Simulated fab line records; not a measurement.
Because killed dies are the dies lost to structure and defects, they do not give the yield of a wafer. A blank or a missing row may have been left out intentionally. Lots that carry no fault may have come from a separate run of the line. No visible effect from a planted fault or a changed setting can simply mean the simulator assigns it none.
Split-lot study | flow n5Finfet | on a route of 1938 steps: 7 lots, 21 wafers read

== THE SPLIT ==
At N5_BEOL_M1_COAT_67 (time 60 s, resist thk 60 nm), the setting spinRpm was moved away from the recipe's 1500 rpm on 7 of the 21 wafers read, by -7.9% to +8.7%. All remaining wafers had this setting at the recipe value.

== FROM THE SPLIT TO THE READING: what the file shows between them, 5 steps ==
- N5_BEOL_M1_DESCUM_33: chemistry O2, time 7 s (also split here: timeS)
- N5_BEOL_M1_ETCH_77: etches underlayer in N2/H2, target depth 6.5 nm, time 5.2 s
- N5_BEOL_M1_ETCH_69: etches SiARC in CF4, target depth 15.6 nm, time 26 s
- N5_BEOL_M1_ALD_98: deposits SiO2, target thk 2.5 nm, pulse time 1 s, co reactant pulse time 1 s
- N5_BEOL_M1_ETCHBACK_99: etches SiO2 in CHF3, target depth 5 nm, time 10.4 s

== THE READING ==
etch.depthNm (the simulator's own value, which no gauge read), in nm, at N5_BEOL_M1_ETCH_70 (etches SOC in N2/H2, target depth 80 nm, overetch 16 nm, time 120 s). No usual value for it is given in the file. The 14 wafers here that ran the recipe average 59.95 nm, standard deviation 0.11 nm.

wafer  | tool, chamber at the split | spinRpm as run, rpm | against the recipe | etch.depthNm, nm | against lot-mates on the recipe
L079.1 | lithoTrack-01, 0           | 1500                | recipe             | 59.72            | -
L079.2 | lithoTrack-01, 0           | 1559                | +3.9%              | 58.66            | -1.11
L079.3 | lithoTrack-01, 0           | 1500                | recipe             | 59.81            | -
L083.1 | lithoTrack-03, 0           | 1500                | recipe             | 59.99            | -
L083.3 | lithoTrack-03, 0           | 1500                | recipe             | 60.03            | -
L083.6 | lithoTrack-03, 0           | 1500                | recipe             | 60.01            | -
L085.1 | lithoTrack-01, 0           | 1631                | +8.7%              | 57.3             | -2.58
L085.5 | lithoTrack-01, 0           | 1500                | recipe             | 59.88            | -
L085.6 | lithoTrack-01, 0           | 1631                | +8.7%              | 57.48            | -2.40
L086.2 | lithoTrack-03, 0           | 1381                | -7.9%              | 62.72            | +2.74
L086.4 | lithoTrack-03, 0           | 1381                | -7.9%              | 62.9             | +2.92
L086.6 | lithoTrack-03, 0           | 1500                | recipe             | 59.98            | -
L089.1 | lithoTrack-01, 0           | 1500                | recipe             | 59.9             | -
L089.3 | lithoTrack-01, 0           | 1500                | recipe             | 59.88            | -
L089.5 | lithoTrack-01, 0           | 1500                | recipe             | 60.02            | -
L093.1 | lithoTrack-01, 0           | 1500                | recipe             | 59.88            | -
L093.4 | lithoTrack-01, 0           | 1500                | recipe             | 60.02            | -
L093.6 | lithoTrack-01, 0           | 1500                | recipe             | 60               | -
L096.1 | lithoTrack-01, 0           | 1500                | recipe             | 60.15            | -
L096.3 | lithoTrack-01, 0           | 1422                | -5.2%              | 61.83            | +1.68
L096.5 | lithoTrack-01, 0           | 1422                | -5.2%              | 61.85            | +1.70

FIT RESULTS
A straight line over all 21 wafers: etch.depthNm changes by -0.329 nm for each +1% of spinRpm; r = -0.99; the points scatter about the line by 0.16 nm.
The same after taking each lot's own level away (the mean of its wafers on the recipe; 21 wafers): -0.316 nm for each +1%; r = -1.00; scatter 0.13 nm.
On that fit, the largest move of spinRpm shifts the reading by 2.8 nm.
Across the lots, their own levels run from 59.765 to 60.150 nm, a range of 3.7 times the standard deviation given above.
Hence the lot-to-lot level has little effect on the slope; both slopes agree.
Check: with one of the wafers moved furthest among these (+8.7%) left out of the fit, the line predicts -2.74 nm for it against its lot-mates. It came out at -2.58 nm against them.

== OTHER SPLITS APPLIED TO THESE WAFERS ==
Before the reading, these wafers also passed through other splits. Each is held against what the fit with the lots' levels taken away leaves over:
other split on the same wafers | wafers away from the commonest value | r with etch.depthNm (lot level and that fit taken away)
N5_BEOL_M0_SAQP_PECVD_04 timeS | 6                                    | +0.21
N5_BEOL_M0_ETCH_138 sourceW    | 9                                    | -0.10
N5_BEOL_M0_ETCH_128 sourceW    | 5                                    | +0.13
N5_BEOL_M1_DESCUM_33 timeS     | 4                                    | +0.04

== THE WHOLE CHAIN: every reading that the file lists as answering this split, in the file's order ==
step               | what it does                                                        | reading                                                                       | change (the file's fit)               | r (the file's)
N5_BEOL_M1_COAT_67 | time 60 s, resist thk 60 nm                                         | SOC_of_BEOL_M1_COAT_67.thkNm (the simulator's own value, which no gauge read) | -0.319 nm for each +1% of the setting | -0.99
N5_BEOL_M1_ETCH_70 | etches SOC in N2/H2, target depth 80 nm, overetch 16 nm, time 120 s | etch.depthNm (the simulator's own value, which no gauge read)                 | -0.316 nm for each +1% of the setting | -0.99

== THE FILE'S OWN FIT ==
etch.depthNm changes by -0.316 nm for each +1% of spinRpm, r = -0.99.
